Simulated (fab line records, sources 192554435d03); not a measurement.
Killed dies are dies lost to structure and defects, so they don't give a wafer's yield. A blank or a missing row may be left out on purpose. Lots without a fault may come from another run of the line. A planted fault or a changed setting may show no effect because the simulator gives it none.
Split-lot experiment | flow n5_finfet | 7 lots, 21 wafers read, on a route of 1938 steps

THE SPLIT
At N5_BEOL_M1_COAT_22 (resist thk 30 nm), the setting spin_rpm was moved away from the recipe's 1500 rpm on 6 of the 21 wafers read, by -10.3% to +7.1%. The other wafers ran this setting at the recipe's value.

FROM THE SPLIT TO THE READING: what the file shows between them, 7 steps
- N5_BEOL_M1_EBR_24
- N5_BEOL_M1_SOFTBAKE_23: time 60 s
- N5_BEOL_M1_EXPOSE_25: exposes mask V0, defocus 5 nm, target cd 24 nm
- N5_BEOL_M1_PEB_26: peb time 60 s
- N5_BEOL_M1_DEVELOP_27: develop time 30 s
- N5_BEOL_M1_DESCUM_33: chemistry O2, time 7 s
- N5_BEOL_M1_ETCH_77: etches underlayer in N2/H2, target depth 6.5 nm, time 5.2 s

THE READING
CAR-EUV_of_BEOL_M1_COAT_22.thk_nm (the simulator's own value, which no gauge read), in nm, at N5_BEOL_M1_ETCH_69 (etches SiARC in CF4, target depth 15.6 nm, time 26 s). The file gives no usual value for it. The 15 wafers here that ran the recipe average 11.1 nm, standard deviation 0.088 nm.

wafer  | tool, chamber at the split | spin_rpm as run, rpm | against the recipe | CAR-EUV_of_BEOL_M1_COAT_22.thk_nm, nm | against lot-mates on the recipe
L075.1 | litho_track-05, 0          | 1346                 | -10.3%             | 12.8                                  | +1.6
L075.2 | litho_track-05, 0          | 1346                 | -10.3%             | 12.8                                  | +1.6
L075.4 | litho_track-05, 0          | 1500                 | recipe             | 11.2                                  | -
L081.1 | litho_track-03, 0          | 1500                 | recipe             | 11.2                                  | -
L081.3 | litho_track-03, 0          | 1500                 | recipe             | 11.2                                  | -
L081.6 | litho_track-03, 0          | 1500                 | recipe             | 11.2                                  | -
L083.2 | litho_track-02, 0          | 1500                 | recipe             | 11.2                                  | -
L083.5 | litho_track-02, 0          | 1365                 | -9.0%              | 12.4                                  | +1.2
L083.6 | litho_track-02, 0          | 1365                 | -9.0%              | 12.4                                  | +1.2
L084.1 | litho_track-02, 0          | 1606                 | +7.1%              | 10.2                                  | -0.9
L084.2 | litho_track-02, 0          | 1500                 | recipe             | 11.2                                  | -
L084.4 | litho_track-02, 0          | 1500                 | recipe             | 11                                    | -
L085.4 | litho_track-03, 0          | 1500                 | recipe             | 11.2                                  | -
L085.5 | litho_track-03, 0          | 1500                 | recipe             | 11.2                                  | -
L085.6 | litho_track-03, 0          | 1500                 | recipe             | 11.2                                  | -
L089.3 | litho_track-05, 0          | 1500                 | recipe             | 11                                    | -
L089.4 | litho_track-05, 0          | 1500                 | recipe             | 11.2                                  | -
L089.5 | litho_track-05, 0          | 1500                 | recipe             | 11.2                                  | -
L091.1 | litho_track-02, 0          | 1438                 | -4.1%              | 11.6                                  | +0.6
L091.3 | litho_track-02, 0          | 1500                 | recipe             | 11                                    | -
L091.5 | litho_track-02, 0          | 1500                 | recipe             | 11                                    | -

THE FIT
A straight line over all 21 wafers: CAR-EUV_of_BEOL_M1_COAT_22.thk_nm changes by -0.148 nm for each +1% of spin_rpm; r = -0.99; the points scatter about the line by 0.1 nm.
The same after taking each lot's own level away (the mean of its wafers on the recipe; 21 wafers): -0.143 nm for each +1%; r = -0.99; scatter 0.075 nm.
On that fit, the largest move of spin_rpm shifts the reading by 1.5 nm.
The lots' own levels span 11.00 to 11.20 nm, that is 2.3 times the standard deviation above.
So the lot-to-lot level changes the slope little: the two slopes agree.
Check: with one of the wafers moved furthest among these (-10.3%) left out of the fit, the line predicts +1.44 nm for it against its lot-mates. It came out at +1.6 nm against them.

OTHER SPLITS ON THESE WAFERS
These wafers also went through other splits before the reading. Each is held against what the fit with the lots' levels taken away leaves over:
other split on the same wafers     | wafers away from the commonest value | r with CAR-EUV_of_BEOL_M1_COAT_22.thk_nm (lot level and that fit taken away)
N5_BEOL_M0_SAQP_PECVD_96 time_s    | 9                                    | +0.08
N5_BEOL_M0_SAQP_EXPOSE_37 dose_mj  | 8                                    | -0.55
N5_BEOL_M0_SAQP_CUT_ETCH_46 time_s | 9                                    | +0.35
N5_BEOL_M1_ETCH_64 bias_w          | 7                                    | -0.04

THE WHOLE CHAIN: every reading that the file lists as answering this split, in the file's order
step                  | what it does                                         | reading                                                                            | change (the file's fit)               | r (the file's)
N5_BEOL_M1_COAT_22    | resist thk 30 nm                                     | CAR-EUV_of_BEOL_M1_COAT_22.thk_nm (the simulator's own value, which no gauge read) | -0.153 nm for each +1% of the setting | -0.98
N5_BEOL_M1_DEVELOP_27 | develop time 30 s                                    | CAR-EUV_of_BEOL_M1_COAT_22.thk_nm (the simulator's own value, which no gauge read) | -0.161 nm for each +1% of the setting | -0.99
N5_BEOL_M1_ETCH_69    | etches SiARC in CF4, target depth 15.6 nm, time 26 s | CAR-EUV_of_BEOL_M1_COAT_22.thk_nm (the simulator's own value, which no gauge read) | -0.142 nm for each +1% of the setting | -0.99

THE FILE'S OWN FIT
CAR-EUV_of_BEOL_M1_COAT_22.thk_nm changes by -0.142 nm for each +1% of spin_rpm, r = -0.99.
